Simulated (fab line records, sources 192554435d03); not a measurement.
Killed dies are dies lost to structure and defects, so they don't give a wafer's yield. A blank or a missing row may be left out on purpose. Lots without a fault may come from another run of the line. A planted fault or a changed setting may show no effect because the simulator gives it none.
Which tool did it? | flow n5_finfet | 10 lots, 30 wafers sampled, at 4 steps of a route of 1938

WHAT THE GAUGES READ, wafer by wafer
N5_BEOL_M4_INSPECT_30: inspects for defects (brightfield).
lot  | measured     | on                | raw_defect_count
L076 | day 8 04:01  | defect_inspect-01 | 476 625 436
L077 | day 8 12:48  | defect_inspect-02 | 626 449 369
L079 | day 8 23:26  | defect_inspect-02 | 254 261 277
L081 | day 9 20:25  | defect_inspect-02 | 466 418 429
L082 | day 10 03:17 | defect_inspect-02 | 535 489 589
L085 | day 10 09:56 | defect_inspect-02 | 335 321 269
L087 | day 11 07:17 | defect_inspect-02 | 352 532 481
L090 | day 11 11:49 | defect_inspect-02 | 287 334 386
L092 | day 11 21:01 | defect_inspect-02 | 606 533 463
L094 | day 12 19:31 | defect_inspect-02 | 455 656 416

WHICH TOOL RAN EACH LOT (tool, then ch and the chambers of the sampled wafers, then the start)
lot  | N5_BEOL_M3_SPUTTER_96        | N5_BEOL_M4_HM_OPEN_17             | N5_BEOL_M4_STRIP_19
L076 | pvd_sputter-03, day 8 00:08  | rie_metal-02 ch 0,1, day 8 03:19  | rie_diel-02 ch 0,3, day 8 03:25
L077 | pvd_sputter-02, day 8 09:18  | rie_metal-03 ch 0,1, day 8 12:02  | rie_diel-02 ch 1,2,3, day 8 12:11
L079 | pvd_sputter-01, day 8 20:23  | rie_metal-02 ch 0,1, day 8 22:44  | rie_diel-03 ch 0,2, day 8 22:50
L081 | pvd_sputter-02, day 9 16:56  | rie_metal-03 ch 0,1, day 9 19:49  | rie_diel-06 ch 0,3, day 9 19:56
L082 | pvd_sputter-02, day 9 18:47  | rie_metal-02 ch 0,1, day 9 22:04  | rie_diel-06 ch 0,1, day 9 22:10
L085 | pvd_sputter-01, day 10 04:43 | rie_metal-03 ch 0,1, day 10 09:00 | rie_diel-02 ch 0,2,3, day 10 09:28
L087 | pvd_sputter-03, day 11 02:53 | rie_metal-03 ch 0,1, day 11 06:43 | rie_diel-03 ch 0,3, day 11 06:48
L090 | pvd_sputter-03, day 11 08:20 | rie_metal-02 ch 0,1, day 11 11:14 | rie_diel-03 ch 0,1,2, day 11 11:20
L092 | pvd_sputter-02, day 11 18:01 | rie_metal-03 ch 0,1, day 11 20:18 | rie_diel-06 ch 0,2,3, day 11 20:25
L094 | pvd_sputter-01, day 12 14:22 | rie_metal-03 ch 0,1, day 12 18:56 | rie_diel-06 ch 0,3, day 12 19:02
- N5_BEOL_M3_SPUTTER_96: material Cu, target thk 4.5 nm, time 8.29 s.
- N5_BEOL_M4_HM_OPEN_17: chemistry Cl2/BCl3, target TiN, target depth 20 nm, overetch 6 nm.
- N5_BEOL_M4_STRIP_19: strips in O2.

THE ANSWER, worked out from the rows above alone
Rule: what is usual is taken from the lots themselves. Put in order of their means at a reading, lots are off if they are a third of the lots or fewer, leave a main group of 4 or more, and stand apart from it by a gap of 3 or more times the standard deviation of the main group's means; of several such gaps the widest counts. A main group whose means are all the same, to the digits that the tables above print for the reading, isn't used. A lot without any number at a reading at which 4 lots or more have one is off too. The other lots that the step has rows for count as sound.
No lot is off at any reading shown: from this, nothing can be told.

WHAT THE SIMULATOR HAD PUT IN
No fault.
